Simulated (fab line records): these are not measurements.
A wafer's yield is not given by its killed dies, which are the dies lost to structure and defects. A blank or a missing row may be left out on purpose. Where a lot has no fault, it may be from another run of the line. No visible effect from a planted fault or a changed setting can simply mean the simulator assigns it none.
fab line records -- flow n5Finfet
[record] lots = 4, wafers = 12, lastDay = 19
route steps=1938 shown BEOL_M3@1001 BEOL_M4@1021 PASSIVATION@1936
lots with no fault: from the same line, run without faults
startH: hours from the record's first day to the start of the lot's first wafer shown -- waitH: how many hours have passed since the lot's step before this one -- " identical to the entry in the row above -- L1.1+2: several wafers, shown together as one row -- - no value, or no start given -- * or withheld: withheld -- < > ~ a bound
route shown NAME@n: names a module that has steps shown in the file, with the first one's number in the route -- usual: average and standard deviation across the fault-free wafers -- same: alike in all rows -- chamber/n: place in a boat -- sites: the reading at each site -- _std_site: their standard deviation -- _edge_site: mean of outer sites minus mean of inner sites -- radiusMm: for every site, how far away it sits from the centre of the wafer -- mask NAME#n: copy n -- behind: the tool/chamber that last shaped the wafer -- hold: reason for holding the lot/hours on hold/outcome of the hold -- device: transistor that didn't switch, given as n, p or np -- end of line: at the end of the route, the tests of the same wafers -- for a step that has no rows: nothing shown but its recipe -- killed: the dies lost at the first sort to structure and to defects; this is not the yield of the wafer -- map: a wafer's dies, x killed, . not, _ none there
set.NAME: the setting the step ran with; set.NAME@STEP: the setting that earlier step ran with -- model.NAME: the simulator's own value behind a step, which no gauge read
certain route steps with their lots: each step a table, each wafer a row
services: the hour from which a tool's chamber was out of use, counted from the record's first day as startH (under 0 if before that day), plus the number of hours and why
[[steps]]
[step N5_BEOL_M3_ANNEAL_87]
[recipe] tempC = 400, timeS = 240, ambient = vacuum
[step N5_BEOL_M3_SPUTTER_88]
[recipe] material = Cu, targetThkA = 45, tempC = -20, chamberPressurePa = 0.07, powerW = withheld, timeS = 8.29
[step N5_BEOL_M3_ANNEAL_89]
[recipe] tempC = 400, timeS = 240, ambient = vacuum
[step N5_BEOL_M3_SPUTTER_90]
[recipe] material = Cu, targetThkA = 45, tempC = -20, chamberPressurePa = 0.07, powerW = withheld, timeS = 8.29
[step N5_BEOL_M3_ANNEAL_91]
[recipe] tempC = 400, timeS = 240, ambient = vacuum
[step N5_BEOL_M3_SPUTTER_92]
[recipe] material = Cu, targetThkA = 45, tempC = -20, chamberPressurePa = 0.07, powerW = withheld, timeS = 8.29
[step N5_BEOL_M3_ANNEAL_93]
[recipe] tempC = 400, timeS = 240, ambient = vacuum
[step N5_BEOL_M3_SPUTTER_94]
[recipe] material = Cu, targetThkA = 45, tempC = -20, chamberPressurePa = 0.07, powerW = withheld, timeS = 8.29
[step N5_BEOL_M3_ANNEAL_95]
[recipe] tempC = 400, timeS = 240, ambient = vacuum
[step N5_BEOL_M3_SPUTTER_96]
[recipe] material = Cu, targetThkA = 45, tempC = -20, chamberPressurePa = 0.07, powerW = withheld, timeS = 8.29
[step N5_BEOL_M3_ECD_50]
[recipe] material = Cu, targetThkA = 3000
[step N5_BEOL_M3_ANNEAL_51]
[recipe] tempC = 225, timeS = 90, ambient = N2
[step N5_BEOL_M3_CMP_52]
[recipe] stopOn = SiOC, tOverpolishS = 6.8, downForcePsi = 1, platenRpm = 50, clearingPlatenDownForcePsi = 1.5, clearingPlatenRpm = 50, postCmpClean = cuAlkaline, targetThkNm = 40, clearingPlatenPadVelocityMS = 0.99484, padVelocityMS = 0.99484
[usual] barrierFieldEndpointS = 24.5/0.67, motorCurrentA = 6.0/0.53, overpolishRunS = 6.801/0.009, timeToEndpointS = 62/3.3
lot.wafer,tool,chamber,startH,waitH,barrierFieldEndpointS,motorCurrentA,overpolishRunS,timeToEndpointS
L696.3,cmp-04,2,196.70,0.2,25.3,5.8,6.792,64
L696.1,cmp-04,0,196.70,0.2,24.8,6.7,6.803,64
L696.5,cmp-04,3,196.70,0.2,25.2,5.6,6.798,67
L711.4,cmp-04,0,293.87,0.1,41.3,6.2,0.038,81
L711.1,cmp-04,1,293.87,0.1,23.6,6.8,6.805,60
L711.6,cmp-04,1,293.87,0.1,24.8,6.6,6.809,61
L712.1,cmp-04,0,295.68,0.3,24.4,6.1,6.785,66
L712.3,cmp-04,2,295.68,0.3,24.1,6.1,6.814,62
L712.5,cmp-04,0,295.68,0.3,41.3,6.1,0.048,82
L714.2,cmp-02,0,308.10,0.3,23.4,6.9,6.789,58
L714.5,cmp-02,2,308.10,0.3,23.9,6.3,6.796,59
L714.6,cmp-02,3,308.10,0.3,23.9,5.3,6.800,58
[step N5_BEOL_M3_THK_MEAS_53]
[recipe] thkMeasGauge = xrf, reads = Cu_of_BEOL_M3_ECD_50
[usual] M3_THK = 40.4/1.4
lot.wafer,tool,chamber,startH,waitH,M3_THK[nm]
L696.1,filmMetro-02,-,196.99,-,40.5
L696.3,filmMetro-02,-,196.99,-,39.5
L696.5,filmMetro-02,-,196.99,-,41.7
L711.1,filmMetro-02,-,294.17,-,38.9
L711.4,filmMetro-02,-,294.17,-,154.2
L711.6,filmMetro-02,-,294.17,-,39.7
L712.1,filmMetro-01,-,295.94,-,39.6
L712.3,filmMetro-01,-,295.94,-,41.0
L712.5,filmMetro-01,-,295.94,-,163.4
L714.2,filmMetro-01,-,308.32,-,37.0
L714.5,filmMetro-01,-,308.32,-,39.7
L714.6,filmMetro-01,-,308.32,-,39.8
[step N5_BEOL_M3_PRE_CLEAN_60]
[recipe] gas = NH3/H2, timeS = 15, tempC = *, rfPowerW = 300
[step N5_BEOL_M3_CO_CAP_55]
[recipe] material = Co, targetThkA = 20, tempC = 200, precursor = CCTBA/H2, pressureTorr = 30, timeS = 102.1
[step N5_BEOL_M3_PRE_CLEAN_56]
[recipe] gas = NH3, timeS = 15, tempC = withheld, rfPowerW = 300
[step N5_BEOL_M3_DEP_57]
[recipe] material = SiCN, targetThkA = 80, tempC = withheld, precursor = 3MS/NH3, pressureTorr = 3, rfW = 202, timeS = 14
[step N5_BEOL_M3_INSPECT_59]
[recipe] inspectInstrument = darkfield, mode = postDep
[usual] rawDefectCount = 72/22
lot.wafer,tool,chamber,startH,waitH,rawDefectCount
L696.1,defectInspect-01,-,197.28,0.0,79
L696.3,defectInspect-01,-,197.28,0.0,73
L696.5,defectInspect-01,-,197.28,0.0,71
L711.1,defectInspect-01,-,294.52,0.0,39
L711.4,defectInspect-01,-,294.52,0.0,5013
L711.6,defectInspect-01,-,294.52,0.0,83
L712.1,defectInspect-01,-,296.23,0.0,46
L712.3,defectInspect-01,-,296.23,0.0,70
L712.5,defectInspect-01,-,296.23,0.0,4976
L714.2,defectInspect-01,-,308.60,0.0,58
L714.5,defectInspect-01,-,308.60,0.0,72
L714.6,defectInspect-01,-,308.60,0.0,63
[step N5_BEOL_M4_ILD_DEP_00]
[recipe] material = SiOC, targetThkA = 790, tempC = 350, precursor = DEMS/O2, pressureTorr = 5, rfW = 500, timeS = 15.3
[step N5_BEOL_M4_PECVD_72]
[recipe] material = SiO2, targetThkA = 160, tempC = 400, precursor = TEOS/O2, pressureTorr = 5.5, rfW = 450, teosFlowSccm = 53.8, gas = O2, flowSccm = 3000, timeS = 18
[step N5_BEOL_M4_HM_DEP_02]
[recipe] material = TiN, targetThkA = 200, tempC = 25, chamberPressurePa = 0.49996
[step N5_BEOL_M4_COAT_61]
[recipe] resist = SOC, tempC = 250, timeS = 60, spinRpm = 1500, resistThkNm = 60
[step N5_BEOL_M4_COAT_62]
[recipe] resist = SiARC, tempC = 220, timeS = 60, spinRpm = 1500, resistThkNm = 12
[step N5_BEOL_M4_COAT_73]
[recipe] resist = underlayer, tempC = 205, timeS = 60, spinRpm = 1500, resistThkNm = 5
[step N5_BEOL_M4_COAT_05]
[recipe] resist = CAR-EUV, spinRpm = 1500, resistThkNm = 30
[step N5_BEOL_M4_EBR_07]
[recipe] solvent = PGMEA, ebrWidthMm = 1.5
[step N5_BEOL_M4_SOFTBAKE_06]
[recipe] tempC = 110, timeS = 60, resist = CAR-EUV
[step N5_BEOL_M4_EXPOSE_08]
[recipe] maskId = M4, na = 0.33, sourceShape = dipole, sigmaInner = 0.369, sigmaOuter = 0.767, polarization = unpolarized, doseMj = 41.25
[step N5_BEOL_M4_PEB_09]
[recipe] pebTempC = 100, pebTimeS = 60, resist = CAR-EUV
[step N5_BEOL_M4_DEVELOP_10]
[recipe] developTimeS = 30, developer = TMAH, resist = CAR-EUV, rinseLiquid = surfactantRinse, dry = airSpin, devTempC = 23
[step N5_BEOL_M4_DESCUM_16]
[recipe] chemistry = O2, timeS = 7, sourcePowerW = 50, biasPowerW = 20, pressureMtorr = 20, rfFrequencyHz = 2.712e+07, tempC = 40, resist = CAR-EUV, o2FlowSccm = 225
[step N5_BEOL_M4_ETCH_74]
[recipe] chemistry = N2/H2, target = underlayer, targetDepthA = 65, maskMaterial = CAR-EUV, timeS = 5.2, ionEnergyEv = 200, pressureMtorr = 30, sourceW = 840, biasW = 150, n2FlowSccm = 200, h2FlowSccm = 200, ends = cleared
[step N5_BEOL_M4_ETCH_63]
[recipe] chemistry = CF4, target = SiARC, targetDepthA = 156, maskMaterial = CAR-EUV, timeS = 26, ionEnergyEv = 80, pressureMtorr = 40, sourceW = 545, biasW = 36, Ar_flow_sccm = 100, cf4FlowSccm = 100, ends = cleared
[step N5_BEOL_M4_ETCH_64]
[recipe] chemistry = N2/H2, target = SOC, targetDepthA = 750, overetchA = 225, maskMaterial = SiARC, tempC = 40, timeS = 121.9, ionEnergyEv = 200, pressureMtorr = 30, sourceW = 840, biasW = 150, n2FlowSccm = 200, h2FlowSccm = 200
[step N5_BEOL_M4_STRIP_65]
[recipe] chemistry = N2/H2, tempC = 40, n2FlowSccm = 200, h2FlowSccm = 200, rfFrequencyHz = 6e+07
[step N5_BEOL_M4_STRIP_75]
[recipe] chemistry = N2/H2, tempC = 40, n2FlowSccm = 200, h2FlowSccm = 200, rfFrequencyHz = 6e+07
[step N5_BEOL_M4_RC_MEAS_101]
[usual] DIBL_N = 36.1/1.6, DIBL_P = 35.8/2, IOFF_N = 0.157/0.029, IOFF_P = 0.21/0.034, ION_N = 677/13, ION_P = 465/8.1, SS_N = 71.3/0.61, SS_P = 73.2/0.65, VT_N = 249/3.3, VT_P = -250/3.2
lot.wafer,tool,chamber,startH,waitH,DIBL_N[mV/V],DIBL_P[mV/V],IOFF_N[nA/um],IOFF_P[nA/um],ION_N[uA/um],ION_P[uA/um],SS_N[mV/dec],SS_P[mV/dec],VT_N[mV],VT_P[mV]
L696.1,prober-01,0,217.33,0.0,36.8,36.3,0.162,0.23,670,466,70.9,73.7,249,-249
L696.3,prober-01,0,217.33,0.0,37.3,36.5,0.177,0.23,694,476,71.5,73.1,247,-248
L696.5,prober-01,0,217.33,0.0,35.5,34.7,0.147,0.21,665,469,70.6,73.8,250,-249
L711.1,prober-01,0,313.01,0.0,34.8,34.9,0.145,0.20,679,469,71.6,73.3,250,-250
L711.6,prober-01,0,313.01,0.0,34.3,33.4,0.130,0.17,674,463,71.0,74.2,250,-253
L712.1,prober-01,0,315.54,0.0,33.1,32.8,0.110,0.19,667,471,70.2,72.1,253,-251
L712.3,prober-01,0,315.54,0.0,36.5,36.5,0.163,0.24,685,473,71.6,73.7,250,-248
L714.2,prober-02,0,321.78,0.2,37.1,38.1,0.165,0.22,677,460,71.3,73.2,246,-252
L714.5,prober-02,0,321.78,0.2,36.9,37.7,0.171,0.22,682,466,71.8,73.3,247,-251
L714.6,prober-02,0,321.78,0.2,35.2,36.5,0.134,0.20,662,459,71.7,73.8,252,-251
[step N5_PASSIVATION_PROBE_49]
[usual] defectLimitedYield = 91.0/1.4, killed_at_M0_to_M3 = 33/11, killed_at_M4_up = 14/5, killedAtContacts = 11/7.3, killedAtFrontEnd = 43/12, killedAtOther = 4/3.1, killedDies = 106/17, killedOnRim = 14/3.8, killedOpen = 69/13, killedShort = 34/8.7, sort_bin_5_function = 5.2/0.96, sort_bin_6_memory = 3.3/0.66, sortNPass = 1074/17, sortYieldPct = 91.0/1.4
[same] grossDies = 1180, killedAtBackSide = 0, sort_bin_4_leakage[%] = 0, sort_bin_8_speed[%] = 0
lot.wafer,tool,chamber,startH,waitH,defectLimitedYield[%],killed_at_M0_to_M3,killed_at_M4_up,killedAtContacts,killedAtFrontEnd,killedAtOther,killedDies,killedOnRim,killedOpen,killedShort,sort_bin_5_function[%],sort_bin_6_memory[%],sortNPass,sortYieldPct[%]
L696.1,prober-02,-,326.84,0.0,89.6,29,12,8,71,3,123,14,92,31,6.2,3.7,1057,89.6
L696.3,prober-02,-,326.94,0.1,91.4,44,9,9,33,6,101,16,67,33,4.5,3.6,1079,91.4
L696.5,prober-02,-,327.04,0.2,91.1,28,15,8,48,6,105,8,66,39,5.3,3.1,1075,91.1
L711.1,prober-01,-,424.94,0.0,91.6,26,18,15,40,0,99,11,71,24,5.7,2.6,1081,91.6
L711.4,prober-01,-,425.09,0.2,0,1118,7,17,36,2,1180,152,57,24,3.8,2.9,0,0
L711.6,prober-01,-,425.19,0.3,90.8,24,14,26,41,3,108,17,68,40,5.7,3.1,1072,90.8
L714.2,prober-02,-,430.34,0.1,89.5,46,26,5,42,5,124,18,79,45,5.8,4.2,1056,89.5
L714.5,prober-02,-,430.49,0.2,91.3,31,19,9,39,5,103,14,64,37,5.3,3.1,1077,91.3
L714.6,prober-02,-,430.54,0.3,92.0,35,10,4,44,1,94,15,60,34,4.7,3.1,1086,92.0
L712.1,prober-01,-,444.58,0.0,91.4,38,13,14,24,12,101,18,67,33,4.7,3.6,1079,91.4
L712.3,prober-01,-,444.68,0.1,91.0,44,17,15,25,5,106,12,69,35,5.3,3.6,1074,91.0
L712.5,prober-01,-,444.78,0.2,0,1127,16,6,27,4,1180,152,55,31,4.2,3.0,0,0
// killed by level:class
L696.1 STI_FIN_REVEAL:geometricParticle:open=37 BEOL_M1:geometricParticle:open=12 FIN_SAQP:geometricParticle:open=11 FIN_SAQP:geometricParticle:short=9 MOL_CONTACT_COAG:geometricParticle:open=8 BEOL_M0_SAQP:geometricParticle:open=6 BEOL_M4:geometricParticle:open=4 STI_FIN_REVEAL:geometricParticle:short=4
L696.3 BEOL_M1:geometricParticle:open=12 BEOL_M0_SAQP:geometricParticle:open=10 BEOL_M0_SAQP:geometricParticle:short=7 STI_FIN_REVEAL:geometricParticle:open=6 MOL_CONTACT_COAG:geometricParticle:open=6 DUMMY_GATE:geometricParticle:open=5 BEOL_M0:geometricParticle:open=5 BEOL_M4:geometricParticle:open=5
L696.5 STI_FIN_REVEAL:geometricParticle:open=12 FIN_SAQP:geometricParticle:open=10 FIN_SAQP:geometricParticle:short=8 BEOL_M1:geometricParticle:open=8 GATE_CUT:geometricParticle:short=6 MOL_CONTACT_COAG:geometricParticle:open=6 BEOL_M0_SAQP:geometricParticle:short=6 BEOL_M4:geometricParticle:open=5
L711.1 BEOL_M2:geometricParticle:open=14 MOL_CONTACT_COAG:geometricParticle:open=13 STI_FIN_REVEAL:geometricParticle:open=10 FIN_SAQP:geometricParticle:open=6 DUMMY_GATE:geometricParticle:open=5 BEOL_M4:geometricParticle:open=4 BEOL_M5:geometricParticle:open=4 STI_FIN_REVEAL:geometricParticle:short=3
L711.4 BEOL_M3:areaCmp=1099 MOL_CONTACT_COAG:geometricParticle:open=15 FIN_SAQP:geometricParticle:short=9 BEOL_M2:geometricParticle:open=8 FIN_SAQP:geometricParticle:open=7 STI_FIN_REVEAL:geometricParticle:open=6 GATE_CUT:geometricParticle:open=3 BEOL_M0_SAQP:geometricParticle:open=3
L711.6 MOL_CONTACT_COAG:geometricParticle:open=22 FIN_SAQP:geometricParticle:short=11 BEOL_M0_SAQP:geometricParticle:open=9 BEOL_M5:geometricParticle:short=5 STARTING-WAFER:geometricParticle:open=5 STI_FIN_REVEAL:geometricParticle:open=5 DUMMY_GATE:geometricParticle:open=5 BEOL_M4:geometricParticle:open=5
L714.2 BEOL_M4:geometricParticle:open=17 BEOL_M2:geometricParticle:open=12 FIN_SAQP:geometricParticle:short=10 BEOL_M0_SAQP:geometricParticle:open=9 FIN_SAQP:geometricParticle:open=8 STI_FIN_REVEAL:geometricParticle:open=6 BEOL_M4:geometricParticle:short=6 BEOL_M0_SAQP:geometricParticle:short=6
L714.5 FIN_SAQP:geometricParticle:short=8 MOL_CONTACT_COAG:geometricParticle:open=8 BEOL_M0_SAQP:geometricParticle:short=8 BEOL_M0_SAQP:geometricParticle:open=7 FIN_SAQP:geometricParticle:open=5 GATE_CUT:geometricParticle:short=5 GATE_CUT:geometricParticle:open=5 BEOL_M2:geometricParticle:open=5
L714.6 FIN_SAQP:geometricParticle:short=17 BEOL_M0_SAQP:geometricParticle:open=9 FIN_SAQP:geometricParticle:open=7 BEOL_M2:geometricParticle:open=7 STI_FIN_REVEAL:geometricParticle:open=6 DUMMY_GATE:geometricParticle:open=6 BEOL_M5:geometricParticle:open=5 BEOL_M4:geometricParticle:open=4
L712.1 MOL_CONTACT_COAG:geometricParticle:open=13 BEOL_M0_SAQP:geometricParticle:open=13 BEOL_M0_SAQP:geometricParticle:short=10 BEOL_M3:geometricParticle:open=6 MIM_TOP_ETCH:geometricParticle:short=6 STI_FIN_REVEAL:geometricParticle:open=5 BEOL_M0:geometricParticle:short=5 FIN_SAQP:geometricParticle:open=4
L712.3 MOL_CONTACT_COAG:geometricParticle:open=14 BEOL_M0_SAQP:geometricParticle:open=13 GATE_CUT:geometricParticle:short=11 BEOL_M3:geometricParticle:open=8 BEOL_M0_SAQP:geometricParticle:short=7 BEOL_M1:geometricParticle:open=4 BEOL_M0:geometricParticle:open=4 BEOL_M1:geometricParticle:short=4
L712.5 BEOL_M3:areaCmp=1094 STI_FIN_REVEAL:geometricParticle:open=15 BEOL_M0_SAQP:geometricParticle:open=9 BEOL_M0_SAQP:geometricParticle:short=7 STI_FIN_REVEAL:geometricParticle:short=5 BEOL_M4:geometricParticle:open=5 MOL_CONTACT_COAG:geometricParticle:short=4 BEOL_M2:geometricParticle:open=4
// map L711.4 (x killed, . not)
_________________xxxxxxxxxxxx________________
______________xxxxxxxxxxxxxxxxxx_____________
___________xxxxxxxxxxxxxxxxxxxxxxxx__________
__________xxxxxxxxxxxxxxxxxxxxxxxxxx_________
________xxxxxxxxxxxxxxxxxxxxxxxxxxxxxx_______
_______xxxxxxxxxxxxxxxxxxxxxxxxxxxxxxxx______
______xxxxxxxxxxxxxxxxxxxxxxxxxxxxxxxxxx_____
_____xxxxxxxxxxxxxxxxxxxxxxxxxxxxxxxxxxxx____
____xxxxxxxxxxxxxxxxxxxxxxxxxxxxxxxxxxxxxx___
___xxxxxxxxxxxxxxxxxxxxxxxxxxxxxxxxxxxxxxxx__
___xxxxxxxxxxxxxxxxxxxxxxxxxxxxxxxxxxxxxxxx__
__xxxxxxxxxxxxxxxxxxxxxxxxxxxxxxxxxxxxxxxxxx_
__xxxxxxxxxxxxxxxxxxxxxxxxxxxxxxxxxxxxxxxxxx_
_xxxxxxxxxxxxxxxxxxxxxxxxxxxxxxxxxxxxxxxxxxxx
_xxxxxxxxxxxxxxxxxxxxxxxxxxxxxxxxxxxxxxxxxxxx
_xxxxxxxxxxxxxxxxxxxxxxxxxxxxxxxxxxxxxxxxxxxx
_xxxxxxxxxxxxxxxxxxxxxxxxxxxxxxxxxxxxxxxxxxxx
_xxxxxxxxxxxxxxxxxxxxxxxxxxxxxxxxxxxxxxxxxxxx
_xxxxxxxxxxxxxxxxxxxxxxxxxxxxxxxxxxxxxxxxxxxx
_xxxxxxxxxxxxxxxxxxxxxxxxxxxxxxxxxxxxxxxxxxxx
_xxxxxxxxxxxxxxxxxxxxxxxxxxxxxxxxxxxxxxxxxxxx
__xxxxxxxxxxxxxxxxxxxxxxxxxxxxxxxxxxxxxxxxxx_
__xxxxxxxxxxxxxxxxxxxxxxxxxxxxxxxxxxxxxxxxxx_
___xxxxxxxxxxxxxxxxxxxxxxxxxxxxxxxxxxxxxxxx__
___xxxxxxxxxxxxxxxxxxxxxxxxxxxxxxxxxxxxxxxx__
____xxxxxxxxxxxxxxxxxxxxxxxxxxxxxxxxxxxxxx___
_____xxxxxxxxxxxxxxxxxxxxxxxxxxxxxxxxxxxx____
______xxxxxxxxxxxxxxxxxxxxxxxxxxxxxxxxxx_____
_______xxxxxxxxxxxxxxxxxxxxxxxxxxxxxxxx______
________xxxxxxxxxxxxxxxxxxxxxxxxxxxxxx_______
__________xxxxxxxxxxxxxxxxxxxxxxxxxx_________
___________xxxxxxxxxxxxxxxxxxxxxxxx__________
______________xxxxxxxxxxxxxxxxxx_____________
_________________xxxxxxxxxxxx________________
// map L712.5 (x killed, . not)
_________________xxxxxxxxxxxx________________
______________xxxxxxxxxxxxxxxxxx_____________
___________xxxxxxxxxxxxxxxxxxxxxxxx__________
__________xxxxxxxxxxxxxxxxxxxxxxxxxx_________
________xxxxxxxxxxxxxxxxxxxxxxxxxxxxxx_______
_______xxxxxxxxxxxxxxxxxxxxxxxxxxxxxxxx______
______xxxxxxxxxxxxxxxxxxxxxxxxxxxxxxxxxx_____
_____xxxxxxxxxxxxxxxxxxxxxxxxxxxxxxxxxxxx____
____xxxxxxxxxxxxxxxxxxxxxxxxxxxxxxxxxxxxxx___
___xxxxxxxxxxxxxxxxxxxxxxxxxxxxxxxxxxxxxxxx__
___xxxxxxxxxxxxxxxxxxxxxxxxxxxxxxxxxxxxxxxx__
__xxxxxxxxxxxxxxxxxxxxxxxxxxxxxxxxxxxxxxxxxx_
__xxxxxxxxxxxxxxxxxxxxxxxxxxxxxxxxxxxxxxxxxx_
_xxxxxxxxxxxxxxxxxxxxxxxxxxxxxxxxxxxxxxxxxxxx
_xxxxxxxxxxxxxxxxxxxxxxxxxxxxxxxxxxxxxxxxxxxx
_xxxxxxxxxxxxxxxxxxxxxxxxxxxxxxxxxxxxxxxxxxxx
_xxxxxxxxxxxxxxxxxxxxxxxxxxxxxxxxxxxxxxxxxxxx
_xxxxxxxxxxxxxxxxxxxxxxxxxxxxxxxxxxxxxxxxxxxx
_xxxxxxxxxxxxxxxxxxxxxxxxxxxxxxxxxxxxxxxxxxxx
_xxxxxxxxxxxxxxxxxxxxxxxxxxxxxxxxxxxxxxxxxxxx
_xxxxxxxxxxxxxxxxxxxxxxxxxxxxxxxxxxxxxxxxxxxx
__xxxxxxxxxxxxxxxxxxxxxxxxxxxxxxxxxxxxxxxxxx_
__xxxxxxxxxxxxxxxxxxxxxxxxxxxxxxxxxxxxxxxxxx_
___xxxxxxxxxxxxxxxxxxxxxxxxxxxxxxxxxxxxxxxx__
___xxxxxxxxxxxxxxxxxxxxxxxxxxxxxxxxxxxxxxxx__
____xxxxxxxxxxxxxxxxxxxxxxxxxxxxxxxxxxxxxx___
_____xxxxxxxxxxxxxxxxxxxxxxxxxxxxxxxxxxxx____
______xxxxxxxxxxxxxxxxxxxxxxxxxxxxxxxxxx_____
_______xxxxxxxxxxxxxxxxxxxxxxxxxxxxxxxx______
________xxxxxxxxxxxxxxxxxxxxxxxxxxxxxx_______
__________xxxxxxxxxxxxxxxxxxxxxxxxxx_________
___________xxxxxxxxxxxxxxxxxxxxxxxx__________
______________xxxxxxxxxxxxxxxxxx_____________
_________________xxxxxxxxxxxx________________
[[services]]
tool,chamber,startH,hours,kind
cmp-04,-,184.95,0.2,repair
cmp-02,-,212.65,4.0,pm
cmp-02,-,216.65,-,consumableReplace:conditioner
cmp-02,-,216.65,-,consumableReplace:pad
cmp-04,-,218.33,4.0,pm
cmp-04,-,222.33,-,consumableReplace:conditioner
cmp-04,-,222.33,-,consumableReplace:pad
cmp-04,-,231.61,7.9,repair
cmp-02,-,253.81,1.8,repair
cmp-04,-,273.48,0.8,repair
cmp-02,-,276.03,0.5,repair
cmp-02,-,277.21,8.7,pm
[[key]]
[firstSign] step = N5_BEOL_M3_CMP_52, reading = overpolishRunS, direction = down, sigmas = 99+, usual = 6.801, struck = 0.043
[effect] step = N5_BEOL_M3_CMP_52, reading = barrierFieldEndpointS, direction = up, sigmas = 25, usual = 24.5, struck = 41.3
[effect] step = N5_BEOL_M3_THK_MEAS_53, reading = M3_THK, direction = up, sigmas = 83, usual = 40.4, struck = 158.8
[effect] step = N5_BEOL_M3_INSPECT_59, reading = rawDefectCount, direction = up, sigmas = 99+, usual = 72, struck = 4994
[effect] step = N5_PASSIVATION_PROBE_49, reading = killed_at_M0_to_M3, direction = up, sigmas = 99+, usual = 33, struck = 1122
[moreKillsBornAt] N5_BEOL_M3_CMP_52@cmp-04 = 2193
metAt N5_BEOL_M3_CMP_52
struckWafers L711.4,L712.5
laterRowsLeftOut L711.4,L712.5
onsetBetween 196.70 293.87
[fault] kind = processParameterDrift, tool = cmp-04, chamber = -, onsetH = 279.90, steps = N5_BEOL_M3_CMP_52, channel = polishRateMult, offset = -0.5, shape = step, endH = 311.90, scope = struckWafersOnly
// laterRowsLeftOut: the simulator's readings of these wafers behind a module that went badly wrong aren't trusted and aren't shown, but for the sort
